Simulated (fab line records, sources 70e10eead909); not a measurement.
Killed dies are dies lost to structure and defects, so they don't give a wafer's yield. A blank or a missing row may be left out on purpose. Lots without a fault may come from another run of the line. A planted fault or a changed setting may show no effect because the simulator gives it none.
fab line records | flow nand_harc
record lots=5 wafers=15 last_day=24
route steps=1159 shown P_ZERO_WELL@29 END@1159
lots that met no fault: from a run of the same line without faults
start_h: hours from the record's first day to the start of the lot's first wafer shown | wait_h: hours since the lot's step before | " the same as in the row above | L1.1+2: a row that stands for several wafers | - no value, or no start given | * or withheld: withheld | < > ~ a bound
route shown NAME@n: a module of which the file shows steps, and the number in the route of the first | usual: mean/standard deviation of fault-free wafers | same: alike in all rows | chamber/n: place in a boat | sites: the reading at each site | _std_site: their standard deviation | _edge_site: outer sites' mean less inner sites' | radius_mm: how far each site lies from the wafer's centre | mask NAME#n: copy n | behind: the tool/chamber that last shaped the wafer | hold: why the lot was held/for how many hours/how that ended | device: the transistor (n, p or np) that didn't switch | end of line: the same wafers' tests at the end of the route | a step without rows: its recipe alone | killed: dies lost to structure and defects at the first sort, not the wafer's yield | map: a wafer's dies, x killed, . not, _ none there
set.NAME: the setting as run; set.NAME@STEP: as run at that earlier step | model.NAME: the simulator's own value behind a step, which no gauge read
lots at some steps of the route; a table a step, a row a wafer
services: from which hour (start_h, from the record's first day; less than 0 if before it) a tool's chamber was out of use, for how many hours, and why
## steps
# step NHARC_P_ZERO_WELL_CD_MEAS_24
# recipe target_cd_nm=720 landing_energy_ev=500
# usual cd_nm=720.6/1.7
# columns lot.wafer tool chamber start_h wait_h cd_nm
L613.1 cd_sem-03 0 20.64 - 722.2
L613.3 " 0 " " 722.0
L613.5 " 0 " " 720.6
L619.1 cd_sem-03 0 56.48 - 719.2
L619.4 " 0 " " 723.0
L619.6 " 0 " " 723.7
L621.2 cd_sem-03 0 68.68 - 720.6
L621.4 " 0 " " 721.5
L621.6 " 0 " " 719.6
L631.1 cd_sem-01 0 128.58 - 716.4
L631.3 " 0 " " 720.1
L631.5 " 0 " " 718.3
L633.1 cd_sem-03 0 140.59 - 719.6
L633.3 " 0 " " 721.6
L633.5 " 0 " " 721.6
# step NHARC_P_ZERO_WELL_HARDBAKE_25
# recipe temp_c=125 time_s=80
# step NHARC_P_ZERO_WELL_DESCUM_26
# recipe time_s=3 o2_flow_sccm=200 ar_flow_sccm=0 bias_power_w=0 chemistry=O2
# usual drypump_motor_current_A=5.8/0.32 oes_product_au=1.001/0.0095 rf_vpp_V=57.9/0.84 showerhead_plenum_p_Torr=1.95/0.056 throttle_valve_pct=11.312/0.01
# same time_s=3
# columns lot.wafer tool chamber start_h wait_h drypump_motor_current_A oes_product_au rf_hours_counter_h rf_vpp_V showerhead_plenum_p_Torr throttle_valve_pct
L613.1 rie_diel-07 0 20.82 - 6.4 1.011 9 57.7 1.92 11.300
L613.3 " 1 " " 5.4 0.991 9 60.4 2.03 11.319
L613.5 " 3 " " 5.4 1.007 - 57.3 1.97 11.299
L619.4 rie_diel-02 2 56.64 - 6.0 0.998 6 58.8 2.02 11.304
L619.1 " 0 " " 5.8 1.002 5 58.2 1.98 11.331
L619.6 " 3 " " 6.0 1.004 - 58.1 1.84 11.324
L621.2 rie_diel-07 3 68.87 - 5.4 0.991 1 57.8 1.97 11.311
L621.6 " 2 " " 5.8 0.985 - 57.1 1.99 11.300
L621.4 " 3 " " 5.4 0.981 - 57.3 1.97 11.306
L631.1 rie_diel-06 1 128.76 - 5.9 1.003 5 59.2 1.92 11.326
L631.3 " 3 " " 5.9 1.015 5 57.2 1.86 11.308
L631.5 " 1 " " 5.9 0.997 - 57.2 1.92 11.306
L633.3 rie_diel-07 3 140.78 - 5.4 1.001 4 57.5 1.97 11.325
L633.1 " 0 " " 6.4 1.016 4 58.0 1.92 11.328
L633.5 " 2 " " 5.8 0.997 - 57.2 1.99 11.298
# step NHARC_P_ZERO_WELL_IMPLANT_27
# recipe energy_kev=600 dose_cm2=1e+13 tilt_deg=7
# step NHARC_P_ZERO_WELL_IMPLANT_57
# recipe energy_kev=250 dose_cm2=4e+12 tilt_deg=7
# step NHARC_P_ZERO_WELL_IMPLANT_58
# recipe energy_kev=100 dose_cm2=2e+12 tilt_deg=7
# step NHARC_P_ZERO_WELL_STRIP_28
# recipe time_s=840 temp_c=130 chemistry=SPM
# step NHARC_P_ZERO_WELL_DEHYDRATE_29
# recipe temp_c=150 time_s=120
# step NHARC_P_ZERO_WELL_HMDS_30
# recipe time_s=30
# step NHARC_P_ZERO_WELL_COAT_31
# recipe spin_rpm=withheld
# step NHARC_P_ZERO_WELL_SOFTBAKE_32
# recipe temp_c=122 time_s=95
# step NHARC_P_ZERO_WELL_EBR_33
# step NHARC_P_ZERO_WELL_EXPOSE_34
# recipe na=0.6 target_cd_nm=720 dose_mj=22.31 mask_id=P_PWELL
# usual exposure_dose_mJ_cm2=22.311/0.023
# columns lot.wafer tool chamber start_h wait_h mask exposure_dose_mJ_cm2
L613.1 krf_scanner-03 0 38.26 - P_PWELL#0 22.351
L613.3 " 0 " " P_PWELL#0 22.351
L613.5 " 0 " " P_PWELL#0 22.352
L619.1 krf_scanner-03 0 57.83 - P_PWELL#0 22.285
L619.4 " 0 " " P_PWELL#0 22.322
L619.6 " 0 " " P_PWELL#0 22.289
L621.2 krf_scanner-03 0 70.19 - P_PWELL_R1#0 22.350
L621.4 " 0 " " P_PWELL_R1#0 22.336
L621.6 " 0 " " P_PWELL_R1#0 22.314
L631.1 krf_scanner-02 0 129.96 - P_PWELL#0 22.252
L631.3 " 0 " " P_PWELL#0 22.274
L631.5 " 0 " " P_PWELL#0 22.280
L633.1 krf_scanner-03 0 141.94 - P_PWELL#0 22.319
L633.3 " 0 " " P_PWELL#0 22.289
L633.5 " 0 " " P_PWELL#0 22.264
# step NHARC_P_ZERO_WELL_PEB_35
# recipe peb_temp_c=118 peb_time_s=85
# step NHARC_P_ZERO_WELL_DEVELOP_36
# recipe time_s=70
# step NHARC_P_ZERO_WELL_CD_MEAS_37
# recipe target_cd_nm=720 landing_energy_ev=500
# usual cd_nm=719.2/1.8
# columns lot.wafer tool chamber start_h wait_h hold cd_nm
L613.1 cd_sem-02 0 38.42 - - 718.3
L613.3 " 0 " " - 719.0
L613.5 " 0 " " - 718.4
L619.1 cd_sem-01 0 57.99 - - 718.5
L619.4 " 0 " " - 719.3
L619.6 " 0 " " - 717.3
L621.2 cd_sem-02 0 70.35 - await_dispo/0.2h/release 727.4
L621.4 " 0 " " await_dispo/0.2h/release 728.1
L621.6 " 0 " " await_dispo/0.2h/release 726.8
L621.2 cd_sem-02 0 - - - 727.3
L621.4 " 0 " " - 727.4
L621.6 " 0 " " - 727.1
L631.1 cd_sem-03 0 130.12 - - 716.7
L631.3 " 0 " " - 717.9
L631.5 " 0 " " - 719.8
L633.1 cd_sem-03 0 142.10 - - 720.1
L633.3 " 0 " " - 718.6
L633.5 " 0 " " - 720.3
# step NHARC_END_SORT_01
# recipe temp_c=25
# usual killed_at_array=29/9.4 killed_at_other=0.7/1.3 killed_at_periphery=2.9/2.1 killed_dies=32/9 killed_open=3.3/1.8 killed_short=1.9/1.4
# same gross_dies=677
# columns lot.wafer tool chamber start_h wait_h killed_at_array killed_at_other killed_at_periphery killed_dies killed_open killed_short
L621.2 prober-01 0 511.80 2.8 16 0 6 22 4 1
L621.4 prober-01 0 513.40 3.4 16 1 0 17 3 2
# killed by level:class
L621.2 A_CHANNEL_HOLE_D1:chamber_film_flake=6 P_M0:chamber_film_flake=3 A_ZERO_WELL:chamber_film_flake=3 A_STAIRCASE:chamber_film_flake=2 P_GATE:geometric_particle:short=1 P_GATE:geometric_particle:open=1 A_ONON_D1:geometric_particle:open=1 A_BLC:geometric_particle:open=1
L621.4 A_CONTACT:chamber_film_flake=6 A_CHANNEL_HOLE_D1:chamber_film_flake=3 A_CONTACT:geometric_particle:open=2 A_WL_FILL:chamber_film_flake=2 A_CHANNEL_HOLE_D1:geometric_particle:short=1 A_CHANNEL_FILL_D1:geometric_particle:short=1 STARTING-WAFER:geometric_particle:open=1 A_STAIRCASE:chamber_film_flake=1
## services
# columns tool chamber start_h hours kind
rie_diel-07 2 -0.70 26.7 repair
rie_diel-06 - -0.64 0.8 repair
rie_diel-07 0 5.70 - clean
rie_diel-07 1 5.70 - clean
rie_diel-07 3 5.70 - clean
rie_diel-06 - 12.14 0.4 repair
rie_diel-02 0 17.96 6.9 repair
rie_diel-07 0 30.20 - clean
rie_diel-07 1 30.20 - clean
rie_diel-07 2 30.20 - clean
rie_diel-07 3 30.20 - clean
krf_scanner-02 - 38.00 4.0 pm
rie_diel-06 - 39.99 0.3 repair
rie_diel-02 3 43.72 3.7 repair
rie_diel-07 - 51.20 9.0 pm
rie_diel-07 0 51.20 9.0 vent_cycle
rie_diel-07 1 51.20 9.0 vent_cycle
krf_scanner-03 0 61.41 - calibration
rie_diel-06 - 64.20 9.0 pm
rie_diel-07 0 68.44 7.0 repair
rie_diel-06 0 89.64 9.4 repair
rie_diel-07 3 95.64 9.9 repair
krf_scanner-03 - 100.26 0.5 repair
krf_scanner-02 - 107.01 2.9 repair
## key
first_sign step=NHARC_P_ZERO_WELL_EXPOSE_34 reading=mask direction=changed
effect step=NHARC_P_ZERO_WELL_CD_MEAS_37 reading=visit direction=added
met_at NHARC_P_ZERO_WELL_EXPOSE_34
struck_wafers L621.2,L621.4,L621.6
tester_left_out L621
onset_between 57.83 70.19
fault kind=wrong_mask tool=any chamber=- onset_h=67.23 steps=NHARC_P_ZERO_WELL_EXPOSE_34 aux_copy=P_PWELL_R1#0 cd_offset_nm=10.664 scope=struck_lots_only
# tester_left_out: of these lots the tester's yield and bins aren't shown, on N5 and GAA mostly nor the transistor test; their killed dies are dies lost to structure and defects alone, not to doping, threshold or leakage, so they don't give the yield
